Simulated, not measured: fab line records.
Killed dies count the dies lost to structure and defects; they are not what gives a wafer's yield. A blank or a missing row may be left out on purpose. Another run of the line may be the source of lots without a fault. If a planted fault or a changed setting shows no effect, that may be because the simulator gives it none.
Chamber matching -- flow n5Finfet -- N5_FIN_SAQP_ETCH_64 on rieSi-05 has 4 sister chambers
The step etches SiO2 in CF4, target depth 1.5 nm. 24 wafers are shown with their chamber, then 12 later ones without.

## WAFERS, EACH WITH ITS CHAMBER
wafer,chamber,drypumpMotorCurrentA (A),throttleValvePct (%),oesProductAu (a.u.)
L074.1,0,6.0,21.71,0.993
L074.4,2,6.1,21.89,1.032
L074.5,1,6.9,21.63,1.031
L077.1,0,6.0,21.71,1.003
L077.2,2,6.1,21.91,1.037
L077.5,0,6.0,21.71,0.995
L078.2,3,6.1,21.54,1.002
L078.4,0,6.0,21.71,0.987
L078.6,1,6.8,21.63,1.031
L080.3,3,6.1,21.51,1.013
L080.5,3,6.1,21.53,1.014
L080.6,0,6.0,21.73,1.003
L081.2,0,6.0,21.71,1.008
L081.3,2,6.1,21.92,1.040
L081.4,1,6.9,21.63,1.030
L083.1,2,6.1,21.91,1.050
L083.2,3,6.1,21.53,1.008
L083.3,1,6.8,21.63,1.037
L088.1,2,6.1,21.91,1.036
L088.4,0,6.0,21.72,0.992
L088.6,3,6.1,21.53,1.010
L090.1,2,6.1,21.91,1.039
L090.3,3,6.1,21.51,1.027
L090.4,1,6.8,21.65,1.031

SIGNATURES (averages over the wafers above)
reading,chamber 0,chamber 1,chamber 2,chamber 3,scatter within a chamber
drypumpMotorCurrentA,6.000,6.840,6.100,6.100,0.0245
throttleValvePct,21.7143,21.6340,21.9083,21.5250,0.00981
oesProductAu,0.99729,1.03200,1.03900,1.01233,0.00672
Rule: for each reading, subtract the chamber's mean from the wafer's reading, divide by that reading's scatter and square the result; add these up over the readings and take the root, which gives the wafer's distance from the chamber. The wafer belongs to the nearest chamber; if the next one is less than 2 further off, it can't be placed. The scatter is the square root of a quotient: the sum, over the shown wafers, of each reading's squared deviation from its chamber's mean, divided by wafers minus chambers.

## WAFERS MISSING THEIR CHAMBER
wafer,drypumpMotorCurrentA (A),throttleValvePct (%),oesProductAu (a.u.)
L091.2,6.8,21.63,1.031
L091.5,6.1,21.90,1.048
L091.6,6.8,21.63,1.030
L092.1,6.1,21.72,0.991
L092.2,6.1,21.91,1.042
L092.4,6.0,21.73,1.004
L093.1,6.0,21.71,0.992
L093.3,6.1,21.89,1.040
L093.4,6.9,21.63,1.024
L095.3,6.0,21.72,1.007
L095.4,6.1,21.92,1.042
L095.6,6.1,21.53,1.003

## WHICH CHAMBER EACH WENT THROUGH
wafer,from the rows above,in truth
L091.2,1,1
L091.5,2,2
L091.6,1,1
L092.1,0,0
L092.2,2,2
L092.4,0,0
L093.1,0,0
L093.3,2,2
L093.4,1,1
L095.3,0,0
L095.4,2,2
L095.6,3,3
Correctly placed: 12 of 12. From these rows, 0 cannot be placed. 0 placed wrongly.
